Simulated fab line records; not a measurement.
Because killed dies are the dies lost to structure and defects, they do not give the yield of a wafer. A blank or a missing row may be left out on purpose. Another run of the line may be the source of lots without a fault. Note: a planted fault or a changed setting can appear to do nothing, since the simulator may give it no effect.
fab line records	flow n5_finfet
[record] lots = 7	wafers = 39
route steps=1938 shown PMOS_HMC_CHANNEL_EPI@64 FIN_SAQP@96 DUMMY_REMOVAL@382 GATE_CUT@466 BEOL_M0_SAQP@636 BEOL_M1@789 BEOL_M2@890 BEOL_M5@1116 BEOL_M6@1253 BEOL_M8@1348 BEOL_M9@1440 BEOL_M13@1694 BEOL_M15@1808 PASSIVATION@1930
start_h: hours from the record's opening day to when the first of the lot's shown wafers began	wait_h: how many hours have passed since the lot's step before this one	" as in the row above	L1.1+2: a row that stands for several wafers	- either no value or no given start	* or withheld: withheld	< > ~ a bound
route shown NAME@n: names a module that has steps shown in the file, with the first one's number in the route	usual: mean and standard deviation over wafers with no fault	same: alike in all rows	chamber/n: place in a boat	sites: each site's reading	_std_site: the standard deviation of these	_edge_site: mean of outer sites minus mean of inner sites	radius_mm: how far each site lies from the wafer's centre	mask NAME#n: copy n	behind: the last tool/chamber to shape the wafer	hold: cause of the lot's hold/its duration in hours/its outcome	device: which transistor (n, p or np) failed to switch	end of line: tests of these same wafers at the route's end	a step without rows: its recipe alone	killed: dies that structure and defects cost at the first sort, which is not the same as the wafer's yield	map: a wafer's dies, x killed, . not, _ none there
set.NAME: the setting that was run; set.NAME@STEP: the one run at that earlier step	model.NAME: the simulator's own value behind a step, which no gauge read
lots whose settings were changed on purpose; a table a step, a row a wafer
[[steps]]
[step N5_PMOS_HMC_CHANNEL_EPI_DEVELOP_08]
[recipe] develop_time_s = 30	developer = TMAH	resist = CAR-ArF-block	dev_temp_c = 23	rinse_liquid = diw	dry = air_spin
[step N5_FIN_SAQP_HM_DEP_03]
[recipe] material = SiNx	target_thk_a = 380	temp_c = 400	precursor = SiH4/NH3/N2	pressure_torr = 1.5	rf_w = 300	time_s = 33.6
[step N5_DUMMY_REMOVAL_PRECLEAN_08]
[recipe] chemistry = NF3:NH3	afs_cycles = 2	temp_c = 30	time_s = 20	sublimation_temp_c = 180	sublimation_time_s = 60	pressure_torr = 3	rf_power_w = 30
[step N5_GATE_CUT_ETCH_56]
[recipe] chemistry = Cl2/Ar	target = TiN	target_depth_a = 216	pressure_mtorr = 10	icp_w = 600	bias_w = 60	Cl2_flow_sccm = 40	Ar_flow_sccm = 60
[step N5_BEOL_M0_SAQP_PECVD_96]
[recipe] material = a-Si	target_thk_a = 450	temp_c = 350	precursor = SiH4/He	pressure_torr = 3	rf_w = 100	time_s = 45.2
[step N5_BEOL_M1_DESCUM_33]
[recipe] chemistry = O2	time_s = 7	source_power_w = 50	bias_power_w = 20	pressure_mtorr = 20	rf_frequency_hz = 2.712e+07	temp_c = 40	resist = CAR-EUV	o2_flow_sccm = 225
[step N5_BEOL_M2_TRENCH_ETCH_37]
[recipe] chemistry = C4F6/O2	target_depth_a = 555.55	target = SiOC	time_s = 29.2	ion_energy_ev = 250	pressure_mtorr = 30	source_w = 355	bias_w = 185	Ar_flow_sccm = 300	C4F6_flow_sccm = 10	O2_flow_sccm = 10
[step N5_BEOL_M5_HM_DEP_02]
[recipe] material = TiN	target_thk_a = 200	temp_c = 25	chamber_pressure_pa = 0.49996
[step N5_BEOL_M6_CVD_78]
[recipe] material = Co	target_thk_a = 20	temp_c = withheld	precursor = CCTBA/H2	pressure_torr = 30	time_s = 142.3
[step N5_BEOL_M8_DESCUM_16]
[recipe] chemistry = O2	time_s = 7.9	source_power_w = 50	bias_power_w = 20	pressure_mtorr = 20	rf_frequency_hz = 2.712e+07	temp_c = 40	resist = CAR-ArF	o2_flow_sccm = 225
[step N5_BEOL_M9_ETCH_66]
[recipe] chemistry = N2/H2	target = SOC	target_depth_a = 800	overetch_a = 160	mask_material = SiARC	temp_c = 40	time_s = 120	ion_energy_ev = 200	pressure_mtorr = 30	source_w = 840	bias_w = 150	n2_flow_sccm = 200	h2_flow_sccm = 200
[step N5_BEOL_M13_ETCH_68]
[recipe] chemistry = N2/H2	target = SOC	mask_material = SiARC	source_w = 3000	bias_w = 350	temp_c = 40	time_s = 355	ion_energy_ev = 200	pressure_mtorr = 30	n2_flow_sccm = 200	h2_flow_sccm = 200
[step N5_BEOL_M15_ETCH_61]
[recipe] chemistry = N2/H2	target = BARC	target_depth_a = 890	overetch_a = 267	time_s = 67.9	ion_energy_ev = 200	pressure_mtorr = 30	source_w = 840	bias_w = 150	n2_flow_sccm = 200	h2_flow_sccm = 200
[step N5_PASSIVATION_ETCH_54]
[recipe] chemistry = CHF3/O2	target = SiO2	target_depth_a = 8800	CHF3_flow_sccm = 50	O2_flow_sccm = 5	Ar_flow_sccm = 200	time_s = 440	mask_material = PR	pressure_mtorr = 30	source_w = 650	bias_w = 170	ion_energy_ev = 200
[step N5_PASSIVATION_PROBE_49]
[usual] defect_limited_yield = 90.9/1.5	killed_at_M4_up = 13/4.5	killed_dies = 107/18	killed_on_rim = 14/4.3	sort_bin_5_function = 5.3/1.1	sort_n_pass = 1073/18
lot.wafer	tool	chamber	start_h	wait_h	set.develop_time_s@PMOS_HMC_CHANNEL_EPI_DEVELOP_08	set.target_thk_a@FIN_SAQP_HM_DEP_03	set.time_s@DUMMY_REMOVAL_PRECLEAN_08	set.target_depth_a@GATE_CUT_ETCH_56	set.time_s@BEOL_M0_SAQP_PECVD_96	set.time_s@BEOL_M1_DESCUM_33	set.target_depth_a@BEOL_M2_TRENCH_ETCH_37	set.target_thk_a@BEOL_M5_HM_DEP_02	set.target_thk_a@BEOL_M6_CVD_78	set.time_s@BEOL_M8_DESCUM_16	set.time_s@BEOL_M9_ETCH_66	set.time_s@BEOL_M13_ETCH_68	set.time_s@BEOL_M15_ETCH_61	set.target_depth_a@PASSIVATION_ETCH_54	defect_limited_yield[%]	killed_at_M4_up	killed_dies	killed_on_rim	sort_bin_5_function[%]	sort_n_pass
L074.1	prober-02	-	258.60	0.0	47.73	380	20	257.9	27.08	5.459	425.2	200	27.35	7.9	120	355	67.9	8800	89.4	10	125	11	6.0	1055
L074.2	prober-02	-	258.65	0.1	30	580.9	9.161	216	45.2	5.459	425.2	80.1	20	3.466	170.8	431.8	67.9	8800	88.2	16	139	22	5.1	28
L074.3	prober-02	-	258.70	0.1	47.73	580.9	9.161	257.9	45.2	7	425.2	200	27.35	3.466	170.8	355	67.9	5710	0	13	1180	152	95.5	0
L074.4	prober-02	-	258.75	0.2	30	380	20	257.9	45.2	5.459	555.55	80.1	20	3.466	120	355	67.9	8800	90.1	11	117	14	5.6	1062
L074.5	prober-02	-	258.80	0.2	47.73	380	9.161	216	27.08	7	555.55	200	20	7.9	120	431.8	67.9	5710	0	9	1180	152	96.0	0
L074.6	prober-02	-	258.85	0.3	30	580.9	20	216	27.08	7	555.55	80.1	27.35	7.9	170.8	431.8	67.9	5710	0	14	1180	152	95.0	0
L082.1	prober-01	-	306.36	0.0	30	599.8	20	216	37.49	7	223.7	244.4	10.31	7.9	120	297.6	67.9	8800	0	7	1180	152	97.5	0
L082.2	prober-01	-	306.41	0.1	30	599.8	29.11	216	37.49	7	555.55	244.4	10.31	9.614	120	355	67.9	8800	93.0	11	83	7	4.5	1097
L082.3	prober-01	-	306.46	0.1	30	599.8	20	216	45.2	5.818	223.7	200	10.31	9.614	120	355	67.9	8800	0	17	1180	152	95.7	0
L082.4	prober-01	-	306.51	0.2	30	380	29.11	216	45.2	5.818	555.55	244.4	20	9.614	120	297.6	67.9	8800	90.8	16	108	18	5.3	1072
L082.5	prober-01	-	306.56	0.2	30	380	29.11	216	37.49	5.818	223.7	200	20	7.9	120	297.6	67.9	8800	0	9	1180	152	95.9	0
L082.6	prober-01	-	306.61	0.3	30	380	20	216	45.2	7	555.55	200	20	7.9	120	355	67.9	8800	91.2	26	104	11	5.0	1076
L086.1	prober-01	-	331.58	0.0	30	539.5	20	216	45.2	7	555.55	145	20	7.9	120	355	38.69	7317	0	1102	1180	152	97.4	0
L086.2	prober-01	-	331.63	0.1	20.48	539.5	20	216	58.19	9.07	555.55	145	20	7.9	120	172.8	67.9	8800	90.2	26	116	14	5.7	1064
L086.3	prober-01	-	331.68	0.1	20.48	380	20	302.6	45.2	7	555.55	200	20	7.9	90.57	172.8	67.9	7317	49.5	24	596	123	47.7	584
L086.4	prober-01	-	331.73	0.2	30	539.5	20	302.6	58.19	9.07	379.1	145	20	7.9	90.57	172.8	38.69	7317	0	1119	1180	152	97.1	0
L086.5	prober-01	-	331.78	0.2	20.48	380	20	302.6	58.19	7	379.1	200	20	7.9	120	355	38.69	8800	0	1079	1180	152	95.8	0
L086.6	prober-01	-	331.83	0.3	30	380	20	216	45.2	9.07	379.1	200	20	7.9	90.57	355	67.9	8800	77.5	21	265	45	5.6	915
L090.1	prober-01	-	354.01	0.0	30	380	20	307.3	45.2	7	802.2	200	27.21	7.9	120	355	67.9	8800	88.4	14	137	16	7.6	1043
L090.2	prober-01	-	354.06	0.1	30	531.7	20	216	45.2	10.93	555.55	200	20	3.802	120	235.4	67.9	8800	90.1	9	117	13	6.3	1063
L090.3	prober-01	-	354.11	0.1	30	531.7	25.95	307.3	45.2	10.93	802.2	91.83	27.21	3.802	120	355	67.9	8800	90.0	5	118	16	6.4	1062
L090.4	prober-01	-	354.16	0.2	30	531.7	25.95	216	45.2	7	555.55	91.83	27.21	3.802	120	235.4	103.4	8800	89.7	10	121	24	5.8	1059
L090.5	prober-01	-	354.21	0.2	30	380	25.95	307.3	45.2	10.93	555.55	200	20	7.9	120	355	103.4	8800	87.4	10	149	23	7.6	1031
L090.6	prober-01	-	354.26	0.3	30	380	20	216	45.2	7	802.2	91.83	20	7.9	120	235.4	103.4	8800	91.5	7	100	11	4.7	1080
L089.1	prober-02	-	355.98	0.0	43.03	539.3	20	342.2	45.2	9.171	555.55	118.1	25.24	7.9	178.9	355	36.24	7170	0	1084	1180	152	96.3	0
L089.2	prober-02	-	356.03	0.1	30	539.3	20	216	56.62	9.171	555.55	200	20	12.33	120	355	67.9	7170	25.1	12	884	63	70.7	296
L089.3	prober-02	-	356.08	0.1	43.03	539.3	20	216	56.62	7	555.55	118.1	25.24	7.9	120	355	67.9	8800	90.3	11	115	14	5.7	1065
L089.4	prober-02	-	356.13	0.2	30	380	20	216	45.2	9.171	555.55	118.1	20	12.33	178.9	355	36.24	7170	0	1091	1180	152	97.7	0
L089.5	prober-02	-	356.18	0.2	30	380	20	342.2	56.62	7	555.55	200	20	7.9	120	355	36.24	8800	0	1061	1180	152	95.7	0
L089.6	prober-02	-	356.23	0.3	43.03	380	20	342.2	45.2	7	555.55	200	25.24	12.33	178.9	355	67.9	8800	91.8	12	97	6	5.3	1083
L092.1	prober-01	-	376.51	1.1	30	188.3	27.56	216	61.92	8.939	555.55	136.4	20	7.9	120	249.5	37.8	6089	0	1100	1180	152	96.6	0
L092.2	prober-01	-	376.56	1.1	30	188.3	27.56	164.5	45.2	7	555.55	136.4	20	6.498	120	355	37.8	8800	0	1077	1180	152	95.6	0
L092.3	prober-01	-	376.61	1.2	19.24	188.3	20	164.5	61.92	7	555.55	200	20	7.9	120	355	67.9	8800	89.2	8	128	13	6.3	1052
L092.4	prober-01	-	376.66	1.2	19.24	380	27.56	216	45.2	7	555.55	200	20	6.498	120	249.5	37.8	6089	0	1084	1180	152	96.9	0
L092.5	prober-01	-	376.71	1.3	30	380	20	164.5	61.92	8.939	555.55	136.4	20	6.498	120	355	67.9	6089	0	9	1180	152	96.5	0
L092.6	prober-01	-	376.76	1.3	19.24	380	20	216	45.2	8.939	555.55	200	20	7.9	120	249.5	67.9	8800	90.8	13	109	15	5.8	1071
L097.2	prober-02	-	407.28	0.1	30	380	20	216	45.2	7	555.55	200	20	7.9	120	355	67.9	8800	91.1	20	105	12	4.7	1075
L097.3	prober-02	-	407.33	0.1	30	380	20	216	45.2	7	555.55	200	20	7.9	120	355	67.9	8800	89.5	11	124	15	5.9	1056
L097.6	prober-02	-	407.48	0.3	30	380	20	216	45.2	7	555.55	200	20	7.9	120	355	67.9	8800	91.5	9	100	11	4.7	1080
// killed by level:class
L074.1 MOL_CONTACT_COAG:geometric_particle:open=20 STI_FIN_REVEAL:geometric_particle:open=16 BEOL_M2:area_ecd=8 BEOL_M0_SAQP:geometric_particle:short=7 BEOL_M2:geometric_particle:open=7 BEOL_M1:geometric_particle:open=6 BEOL_M0_SAQP:geometric_particle:open=5 BEOL_M3:geometric_particle:open=5
L074.2 BEOL_M2:area_ecd=20 BEOL_M3:geometric_particle:open=15 MOL_CONTACT_COAG:geometric_particle:open=12 BEOL_M1:geometric_particle:open=8 BEOL_M5:geometric_particle:open=7 BEOL_M0_SAQP:geometric_particle:open=7 FIN_SAQP:geometric_particle:short=6 BEOL_M0_SAQP:geometric_particle:short=6
L074.3 PASSIVATION:area_etch=1066 MOL_CONTACT_COAG:geometric_particle:open=14 FIN_SAQP:geometric_particle:open=13 STI_FIN_REVEAL:geometric_particle:open=10 BEOL_M2:geometric_particle:open=9 FIN_SAQP:geometric_particle:short=7 BEOL_M3:geometric_particle:open=7 STI_FIN_REVEAL:geometric_particle:short=5
L074.4 MOL_CONTACT_COAG:geometric_particle:open=15 STI_FIN_REVEAL:geometric_particle:open=10 FIN_SAQP:geometric_particle:open=8 BEOL_M2:geometric_particle:open=8 BEOL_M0_SAQP:geometric_particle:open=7 BEOL_M1:geometric_particle:open=6 BEOL_M0_SAQP:geometric_particle:short=5 BEOL_M1:geometric_particle:short=5
L074.5 PASSIVATION:area_etch=1054 STI_FIN_REVEAL:geometric_particle:open=16 MOL_CONTACT_COAG:geometric_particle:open=16 BEOL_M2:geometric_particle:open=13 FIN_SAQP:geometric_particle:open=9 FIN_SAQP:geometric_particle:short=8 BEOL_M1:geometric_particle:open=7 BEOL_M0_SAQP:geometric_particle:open=6
L074.6 PASSIVATION:area_etch=1041 FIN_SAQP:geometric_particle:open=18 BEOL_M0_SAQP:geometric_particle:open=13 FIN_SAQP:geometric_particle:short=10 BEOL_M2:geometric_particle:open=10 BEOL_M0_SAQP:geometric_particle:short=8 MOL_CONTACT_COAG:geometric_particle:open=8 BEOL_M3:geometric_particle:open=7
L082.1 BEOL_M2:area_ecd=1090 BEOL_M0_SAQP:geometric_particle:open=19 BEOL_M0_SAQP:geometric_particle:short=9 MOL_CONTACT_COAG:geometric_particle:open=6 FIN_SAQP:geometric_particle:open=4 FIN_SAQP:geometric_particle:short=4 BEOL_M0:geometric_particle:short=4 ILD0:geometric_particle:short=4
L082.2 BEOL_M0_SAQP:geometric_particle:open=11 BEOL_M2:geometric_particle:open=11 BEOL_M0_SAQP:geometric_particle:short=9 BEOL_M4:geometric_particle:open=6 GATE_CUT:geometric_particle:short=5 BEOL_M0:geometric_particle:short=5 DUMMY_GATE:geometric_particle:open=4 MOL_CONTACT_COAG:geometric_particle:open=4
L082.3 BEOL_M2:area_ecd=1044 STI_FIN_REVEAL:geometric_particle:open=16 BEOL_M0_SAQP:geometric_particle:open=16 BEOL_M0_SAQP:geometric_particle:short=14 MOL_CONTACT_COAG:geometric_particle:open=11 STI_FIN_REVEAL:geometric_particle:short=9 BEOL_M2:geometric_particle:open=7 BEOL_M2:geometric_particle:short=5
L082.4 BEOL_M0_SAQP:geometric_particle:open=14 MOL_CONTACT_COAG:geometric_particle:open=9 FIN_SAQP:geometric_particle:open=8 BEOL_M4:geometric_particle:open=8 STI_FIN_REVEAL:geometric_particle:open=7 BEOL_M0_SAQP:geometric_particle:short=7 FIN_SAQP:geometric_particle:short=6 BEOL_M1:geometric_particle:open=6
L082.5 BEOL_M2:area_ecd=1081 FIN_SAQP:geometric_particle:short=13 BEOL_M0_SAQP:geometric_particle:open=11 BEOL_M0_SAQP:geometric_particle:short=8 GATE_CUT:geometric_particle:short=7 BEOL_M4:geometric_particle:open=7 STI_FIN_REVEAL:geometric_particle:open=5 BEOL_M1:geometric_particle:open=5
L082.6 BEOL_M4:geometric_particle:open=14 BEOL_M0_SAQP:geometric_particle:short=12 MOL_CONTACT_COAG:geometric_particle:open=9 FIN_SAQP:geometric_particle:short=6 DUMMY_GATE:geometric_particle:open=6 GATE_CUT:geometric_particle:open=5 BEOL_M0_SAQP:geometric_particle:open=5 BEOL_M2:geometric_particle:open=4
L086.1 BEOL_M15:area_etch=1081 BEOL_M2:geometric_particle:open=17 FIN_SAQP:geometric_particle:open=11 BEOL_M3:geometric_particle:open=10 BEOL_M4:geometric_particle:open=10 FIN_SAQP:geometric_particle:short=6 BEOL_M0:geometric_particle:open=4 BEOL_M5:geometric_particle:open=4
L086.2 BEOL_M4:geometric_particle:open=17 BEOL_M1:geometric_particle:open=9 BEOL_M3:geometric_particle:open=9 FIN_SAQP:geometric_particle:open=8 MOL_CONTACT_COAG:geometric_particle:open=7 FIN_SAQP:geometric_particle:short=5 BEOL_M0:geometric_particle:open=5 BEOL_M2:geometric_particle:open=5
L086.3 PASSIVATION:area_etch=504 BEOL_M4:geometric_particle:open=15 FIN_SAQP:geometric_particle:open=10 BEOL_M1:geometric_particle:open=8 DUMMY_GATE:geometric_particle:open=7 MOL_CONTACT_COAG:geometric_particle:open=7 BEOL_M3:geometric_particle:open=7 FIN_SAQP:geometric_particle:short=5
L086.4 BEOL_M15:area_etch=1096 BEOL_M4:geometric_particle:open=12 FIN_SAQP:geometric_particle:open=10 STI_FIN_REVEAL:geometric_particle:open=8 BEOL_M3:geometric_particle:open=7 BEOL_M0_SAQP:geometric_particle:short=6 BEOL_M0_SAQP:geometric_particle:open=5 BEOL_M5:geometric_particle:open=5
L086.5 BEOL_M15:area_etch=1063 MOL_CONTACT_COAG:geometric_particle:open=10 FIN_SAQP:geometric_particle:open=9 BEOL_M2:geometric_particle:open=9 BEOL_M2:area_ecd=9 FIN_SAQP:geometric_particle:short=7 ILD0:geometric_particle:short=7 GATE_CUT:geometric_particle:short=7
L086.6 BEOL_M2:area_ecd=153 FIN_SAQP:geometric_particle:open=17 BEOL_M1:geometric_particle:open=10 MOL_CONTACT_COAG:geometric_particle:open=9 BEOL_M2:geometric_particle:open=7 BEOL_M4:geometric_particle:open=7 STI_FIN_REVEAL:geometric_particle:open=6 BEOL_M5:geometric_particle:open=6
L090.1 FIN_SAQP:geometric_particle:open=29 MOL_CONTACT_COAG:geometric_particle:open=18 BEOL_M3:geometric_particle:open=10 BEOL_M0_SAQP:geometric_particle:short=9 BEOL_M1:geometric_particle:open=6 MOL_CONTACT_COAG:geometric_particle:short=5 BEOL_M0_SAQP:geometric_particle:open=5 BEOL_M4:geometric_particle:open=4
L090.2 MOL_CONTACT_COAG:geometric_particle:open=18 BEOL_M0_SAQP:geometric_particle:short=12 FIN_SAQP:geometric_particle:short=10 BEOL_M0_SAQP:geometric_particle:open=10 BEOL_M3:geometric_particle:open=10 FIN_SAQP:geometric_particle:open=9 BEOL_M1:geometric_particle:open=7 STI_FIN_REVEAL:geometric_particle:open=4
L090.3 MOL_CONTACT_COAG:geometric_particle:open=22 FIN_SAQP:geometric_particle:open=15 FIN_SAQP:geometric_particle:short=14 STI_FIN_REVEAL:geometric_particle:open=10 BEOL_M2:geometric_particle:open=9 BEOL_M0_SAQP:geometric_particle:short=9 BEOL_M1:geometric_particle:open=6 BEOL_M4:geometric_particle:open=4
L090.4 MOL_CONTACT_COAG:geometric_particle:open=26 FIN_SAQP:geometric_particle:short=10 BEOL_M3:geometric_particle:open=10 FIN_SAQP:geometric_particle:open=9 STI_FIN_REVEAL:geometric_particle:open=9 BEOL_M4:geometric_particle:open=5 STARTING-WAFER:geometric_particle:open=5 HKMG_FIN:area_etch=5
L090.5 MOL_CONTACT_COAG:geometric_particle:open=20 STI_FIN_REVEAL:geometric_particle:open=19 BEOL_M3:geometric_particle:open=13 BEOL_M0_SAQP:geometric_particle:short=13 BEOL_M0_SAQP:geometric_particle:open=12 MOL_CONTACT_COAG:geometric_particle:short=11 FIN_SAQP:geometric_particle:open=9 BEOL_M4:geometric_particle:open=8
L090.6 MOL_CONTACT_COAG:geometric_particle:open=25 FIN_SAQP:geometric_particle:short=10 BEOL_M1:geometric_particle:open=6 FIN_SAQP:geometric_particle:open=5 MOL_CONTACT_COAG:geometric_particle:short=5 STI_FIN_REVEAL:geometric_particle:open=4 BEOL_M0_SAQP:geometric_particle:short=4 BEOL_M3:geometric_particle:open=4
L089.1 BEOL_M15:area_etch=1073 MOL_CONTACT_COAG:geometric_particle:open=15 STI_FIN_REVEAL:geometric_particle:open=10 FIN_SAQP:geometric_particle:open=9 FIN_SAQP:geometric_particle:short=7 BEOL_M0_SAQP:geometric_particle:short=7 BEOL_M2:geometric_particle:open=7 BEOL_M0_SAQP:geometric_particle:open=6
L089.2 PASSIVATION:area_etch=763 MOL_CONTACT_COAG:geometric_particle:open=13 BEOL_M3:geometric_particle:open=12 BEOL_M0_SAQP:geometric_particle:open=11 STI_FIN_REVEAL:geometric_particle:open=9 MOL_CONTACT_COAG:geometric_particle:short=9 BEOL_M1:geometric_particle:open=8 BEOL_M0_SAQP:geometric_particle:short=6
L089.3 MOL_CONTACT_COAG:geometric_particle:open=19 FIN_SAQP:geometric_particle:open=17 BEOL_M3:geometric_particle:open=9 FIN_SAQP:geometric_particle:short=5 STI_FIN_REVEAL:geometric_particle:open=4 ILD0:geometric_particle:open=4 MOL_CONTACT_COAG:geometric_particle:short=4 BEOL_M0_SAQP:geometric_particle:open=4
L089.4 BEOL_M15:area_etch=1078 BEOL_M0_SAQP:geometric_particle:open=15 BEOL_M0_SAQP:geometric_particle:short=13 FIN_SAQP:geometric_particle:open=9 MOL_CONTACT_COAG:geometric_particle:open=7 BEOL_M4:geometric_particle:open=6 FIN_SAQP:geometric_particle:short=5 STI_FIN_REVEAL:geometric_particle:open=4
L089.5 BEOL_M15:area_etch=1047 BEOL_M0_SAQP:geometric_particle:short=17 STI_FIN_REVEAL:geometric_particle:open=14 BEOL_M0_SAQP:geometric_particle:open=14 MOL_CONTACT_COAG:geometric_particle:open=13 FIN_SAQP:geometric_particle:open=11 BEOL_M3:geometric_particle:open=7 DUMMY_GATE:geometric_particle:open=6
L089.6 MOL_CONTACT_COAG:geometric_particle:open=13 FIN_SAQP:geometric_particle:open=11 STI_FIN_REVEAL:geometric_particle:open=7 BEOL_M1:geometric_particle:open=7 BEOL_M0_SAQP:geometric_particle:open=6 BEOL_M2:geometric_particle:open=5 BEOL_M0_SAQP:geometric_particle:short=4 BEOL_M3:geometric_particle:open=4
L092.1 BEOL_M15:area_etch=1087 BEOL_M0_SAQP:geometric_particle:open=11 BEOL_M1:geometric_particle:open=9 MOL_CONTACT_COAG:geometric_particle:open=8 BEOL_M3:geometric_particle:open=7 BEOL_M4:geometric_particle:open=7 GATE_CUT:geometric_particle:open=6 BEOL_M2:geometric_particle:open=6
L092.2 BEOL_M15:area_etch=1064 FIN_SAQP:geometric_particle:short=14 BEOL_M2:geometric_particle:open=12 STI_FIN_REVEAL:geometric_particle:open=8 FIN_SAQP:geometric_particle:open=7 DUMMY_GATE:geometric_particle:open=6 BEOL_M0_SAQP:geometric_particle:open=6 GATE_CUT:geometric_particle:short=5
L092.3 FIN_SAQP:geometric_particle:short=18 BEOL_M1:geometric_particle:open=14 MOL_CONTACT_COAG:geometric_particle:short=11 BEOL_M0_SAQP:geometric_particle:open=10 GATE_CUT:geometric_particle:short=7 MOL_CONTACT_COAG:geometric_particle:open=6 BEOL_M3:geometric_particle:open=6 FIN_SAQP:geometric_particle:open=5
L092.4 BEOL_M15:area_etch=1073 STI_FIN_REVEAL:geometric_particle:open=12 FIN_SAQP:geometric_particle:open=9 BEOL_M2:geometric_particle:open=9 BEOL_M1:geometric_particle:open=7 FIN_SAQP:geometric_particle:short=6 STI_FIN_REVEAL:geometric_particle:short=5 MOL_CONTACT_COAG:geometric_particle:open=5
L092.5 PASSIVATION:area_etch=1087 BEOL_M1:geometric_particle:open=15 FIN_SAQP:geometric_particle:short=14 BEOL_M3:geometric_particle:open=9 BEOL_M2:geometric_particle:open=8 BEOL_M4:geometric_particle:open=5 MOL_CONTACT_COAG:geometric_particle:open=4 BEOL_M0_SAQP:geometric_particle:open=4
L092.6 BEOL_M2:geometric_particle:open=15 BEOL_M4:geometric_particle:open=8 FIN_SAQP:geometric_particle:short=6 MOL_CONTACT_COAG:geometric_particle:open=6 MOL_CONTACT_COAG:geometric_particle:short=6 BEOL_M1:geometric_particle:open=6 FIN_SAQP:geometric_particle:open=5 STI_FIN_REVEAL:geometric_particle:open=5
L097.2 MOL_CONTACT_COAG:geometric_particle:open=21 BEOL_M1:geometric_particle:open=11 BEOL_M0:geometric_particle:open=8 BEOL_M4:geometric_particle:open=6 BEOL_M5:geometric_particle:open=6 FIN_SAQP:geometric_particle:short=5 MOL_CONTACT_COAG:geometric_particle:short=5 BEOL_M3:geometric_particle:open=5
L097.3 MOL_CONTACT_COAG:geometric_particle:open=16 STI_FIN_REVEAL:geometric_particle:open=12 BEOL_M0_SAQP:geometric_particle:open=9 BEOL_M0:geometric_particle:open=9 BEOL_M3:geometric_particle:open=8 FIN_SAQP:geometric_particle:open=7 FIN_SAQP:geometric_particle:short=7 DUMMY_GATE:geometric_particle:open=6
L097.6 MOL_CONTACT_COAG:geometric_particle:open=22 STI_FIN_REVEAL:geometric_particle:open=15 BEOL_M2:geometric_particle:open=10 BEOL_M0_SAQP:geometric_particle:short=5 STI_FIN_REVEAL:geometric_particle:short=4 DUMMY_GATE:geometric_particle:open=4 GATE_CUT:geometric_particle:short=4 MOL_CONTACT_COAG:geometric_particle:short=3
[[key]]
[split] step = N5_PMOS_HMC_CHANNEL_EPI_DEVELOP_08	setting = develop_time_s	stated_as = 30
response none clear
[split] step = N5_FIN_SAQP_HM_DEP_03	setting = target_thk_a	stated_as = 380
response none clear
[split] step = N5_DUMMY_REMOVAL_PRECLEAN_08	setting = time_s	stated_as = 20
response none clear
[split] step = N5_GATE_CUT_ETCH_56	setting = target_depth_a	stated_as = 216
response none clear
[split] step = N5_BEOL_M0_SAQP_PECVD_96	setting = time_s	stated_as = 45.2
response none clear
[split] step = N5_BEOL_M1_DESCUM_33	setting = time_s	stated_as = 7
response none clear
[split] step = N5_BEOL_M2_TRENCH_ETCH_37	setting = target_depth_a	stated_as = 555.55
[response] step = N5_PASSIVATION_PROBE_49	reading = sort_n_pass	slope = +13.5	per = 1%	together_with = all	explained = 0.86
[split] step = N5_BEOL_M5_HM_DEP_02	setting = target_thk_a	stated_as = 200
response none clear
[split] step = N5_BEOL_M6_CVD_78	setting = target_thk_a	stated_as = 20
response none clear
[split] step = N5_BEOL_M8_DESCUM_16	setting = time_s	stated_as = 7.9
response none clear
[split] step = N5_BEOL_M9_ETCH_66	setting = time_s	stated_as = 120
response none clear
[split] step = N5_BEOL_M13_ETCH_68	setting = time_s	stated_as = 355
response none clear
[split] step = N5_BEOL_M15_ETCH_61	setting = time_s	stated_as = 67.9
[response] step = N5_PASSIVATION_PROBE_49	reading = killed_at_M4_up	slope = -14.7	per = 1%	together_with = all	explained = 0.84
[split] step = N5_PASSIVATION_ETCH_54	setting = target_depth_a	stated_as = 8800
[response] step = N5_PASSIVATION_PROBE_49	reading = killed_on_rim	slope = -4.32	per = 1%	together_with = all	explained = 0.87
[response] step = N5_PASSIVATION_PROBE_49	reading = defect_limited_yield	slope = +2.68	per = 1%	together_with = all	explained = 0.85
[response] step = N5_PASSIVATION_PROBE_49	reading = killed_dies	slope = -31.7	per = 1%	together_with = all	explained = 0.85
[response] step = N5_PASSIVATION_PROBE_49	reading = sort_bin_5_function	slope = -2.71	per = 1%	together_with = all	explained = 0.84
[response] step = N5_PASSIVATION_PROBE_49	reading = sort_n_pass	slope = +27.8	per = 1%	together_with = all	explained = 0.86
